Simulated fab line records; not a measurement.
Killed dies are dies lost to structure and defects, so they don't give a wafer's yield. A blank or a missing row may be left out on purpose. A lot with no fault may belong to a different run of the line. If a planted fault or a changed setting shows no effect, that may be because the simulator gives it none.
Split-lot trial -- flow n5_finfet -- 7 lots, 21 wafers read, on a route of 1938 steps

THE SPLIT ITSELF
At N5_PMOS_HMC_CHANNEL_EPI_PEB_07 (peb time 60 s), the setting peb_time_s was moved away from the recipe's 60 s on 4 of the 21 wafers read, by -21.4% to +8.3%. This setting was run at the recipe's value on the other wafers.

FROM THE SPLIT ON TO THE READING: in between, the file shows 1 step
- N5_PMOS_HMC_CHANNEL_EPI_DEVELOP_08: develop time 30 s

THE READING
cd_nm (nm) at N5_PMOS_HMC_CHANNEL_EPI_CD_MEAS_09, where the cd target is 237.4 nm. A value of 237.6 nm with a standard deviation of 0.96 nm is what fault-free wafers of this fab line usually give.

wafer,"tool, chamber at the split","peb_time_s as run, s",against the recipe,"cd_nm, nm",against lot-mates on the recipe
L075.1,"litho_track-05, 0",60,recipe,237.3,-
L075.4,"litho_track-05, 0",60,recipe,237.6,-
L075.6,"litho_track-05, 0",60,recipe,238.0,-
L079.1,"litho_track-05, 0",60,recipe,236.8,-
L079.2,"litho_track-05, 0",55.59,-7.3%,233.5,-3.5
L079.5,"litho_track-05, 0",60,recipe,237.2,-
L084.3,"litho_track-03, 0",60,recipe,237.5,-
L084.4,"litho_track-03, 0",60,recipe,236.8,-
L084.6,"litho_track-03, 0",60,recipe,238.1,-
L085.2,"litho_track-05, 0",47.13,-21.4%,226.5,-9.8
L085.5,"litho_track-05, 0",60,recipe,235.6,-
L085.6,"litho_track-05, 0",60,recipe,236.9,-
L086.2,"litho_track-05, 0",60,recipe,238.3,-
L086.3,"litho_track-05, 0",60,recipe,238.7,-
L086.5,"litho_track-05, 0",60,recipe,237.1,-
L088.2,"litho_track-05, 0",64.96,+8.3%,240.3,+1.8
L088.3,"litho_track-05, 0",64.96,+8.3%,239.6,+1.1
L088.4,"litho_track-05, 0",60,recipe,238.5,-
L090.2,"litho_track-05, 0",60,recipe,237.5,-
L090.4,"litho_track-05, 0",60,recipe,238.3,-
L090.6,"litho_track-05, 0",60,recipe,237.6,-

THE FIT
A straight line over all 21 wafers: cd_nm changes by +0.466 nm for each +1% of peb_time_s; r = +0.95; the points scatter about the line by 0.87 nm.
The same after taking each lot's own level away (the mean of its wafers on the recipe; 21 wafers): +0.393 nm for each +1%; r = +0.95; scatter 0.77 nm.
The reading moves by 8.4 nm for the largest change in peb_time_s, on that fit.
The span of the lots' own levels, 236.25 to 238.50 nm, comes to 2.3 times the standard deviation stated above.
So the slope is not independent of the lot-to-lot level: the two fits are not the same.
Check: for one of the wafers moved furthest among these (-21.4%), held out of the fit, the line's prediction against its lot-mates is -5.9 nm. It came out at -9.75 nm against them.

THE OTHER SPLITS THESE WAFERS WENT THROUGH
Note: prior to the reading, these wafers also went through further splits. Each is held against what the fit with the lots' levels taken away leaves over:
other split on the same wafers,wafers away from the commonest value,r with cd_nm (lot level and that fit taken away)
N5_ZERO_LAYER_EXPOSE_08 dose_mj,5,-0.01

THE WHOLE CHAIN: every reading that the file lists as answering this split, in the file's order
step,what it does,reading,change (the file's fit),r (the file's)
N5_PMOS_HMC_CHANNEL_EPI_CD_MEAS_09,target cd 237.4 nm,cd_nm,+0.426 nm for each +1% of the setting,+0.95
N5_PMOS_HMC_CHANNEL_EPI_DESCUM_14,"chemistry O2, time 7.9 s","PMOS_HMC_CHANNEL_EPI.cd_nm (the simulator's own value, which no gauge read)",+0.419 nm for each +1% of the setting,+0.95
N5_PMOS_HMC_CHANNEL_EPI_ETCH_32,"etches BARC in N2/H2, stops on SiO2, target depth 85.8 nm, time 50.3 s","PMOS_HMC_CHANNEL_EPI.cd_nm (the simulator's own value, which no gauge read)",+0.406 nm for each +1% of the setting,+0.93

THE FILE'S OWN FIT
cd_nm changes by +0.426 nm for each +1% of peb_time_s, r = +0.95.
